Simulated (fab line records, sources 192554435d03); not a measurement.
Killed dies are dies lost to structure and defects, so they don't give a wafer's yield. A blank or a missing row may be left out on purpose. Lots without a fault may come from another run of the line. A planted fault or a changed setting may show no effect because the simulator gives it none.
Chamber matching | flow n5_finfet | N5_BEOL_M10_CURE_71 on uv_cure-02: 3 sister chambers
The step cures SiCOH lowk, time 240 s. 6 wafers are shown with their chamber, then 12 later ones without.

WAFERS WITH THEIR CHAMBER
wafer  | chamber | wafer_temp_C_max | lamp_power_pct (%)
L077.4 | 2       | 385.9            | 52.23
L077.5 | 2       | 386.9            | 52.28
L085.3 | 0       | 386.5            | 52.28
L085.4 | 0       | 386.6            | 52.25
L089.3 | 1       | 387.3            | 52.24
L089.6 | 1       | 387.9            | 52.38

WAFERS WITHOUT THEIR CHAMBER
wafer  | wafer_temp_C_max | lamp_power_pct (%)
L092.1 | 388.3            | 52.28
L092.2 | 386.9            | 52.29
L092.6 | 387.6            | 52.37
L093.1 | 386.6            | 52.33
L093.4 | 386.8            | 52.29
L093.6 | 386.9            | 52.43
L094.1 | 388.3            | 52.39
L094.2 | 387.1            | 52.48
L094.5 | 388.3            | 52.36
L096.2 | 386.4            | 52.27
L096.4 | 387.3            | 52.33
L096.5 | 387.1            | 52.36

WHICH CHAMBER EACH WENT THROUGH
wafer  | from the rows above          | in truth
L092.1 | 1                            | 1
L092.2 | can't be placed: 0 or 2 or 1 | 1
L092.6 | can't be placed: 1 or 0      | 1
L093.1 | can't be placed: 0 or 2 or 1 | 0
L093.4 | can't be placed: 0 or 2 or 1 | 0
L093.6 | can't be placed: 1 or 0 or 2 | 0
L094.1 | 1                            | 1
L094.2 | can't be placed: 1 or 0 or 2 | 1
L094.5 | 1                            | 1
L096.2 | can't be placed: 2 or 0      | 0
L096.4 | can't be placed: 1 or 0 or 2 | 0
L096.5 | can't be placed: 1 or 0 or 2 | 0
Placed correctly: 3 of 12. Can't be placed from these rows: 9 (the true chamber is among the candidates in 9). Placed wrongly: 0.
How it was worked out, from the rows above alone: a wafer's distance from a chamber is the root of the sum, over the readings, of the square of ((its reading less the chamber's mean) divided by the reading's scatter). The wafer belongs to the nearest chamber; if the next one is less than 2 further off, it can't be placed. A chamber's mean is the mean of its shown wafers. The scatter: the root of (the sum of the squares of (reading less its chamber's mean) over the shown wafers, divided by (wafers less chambers)).
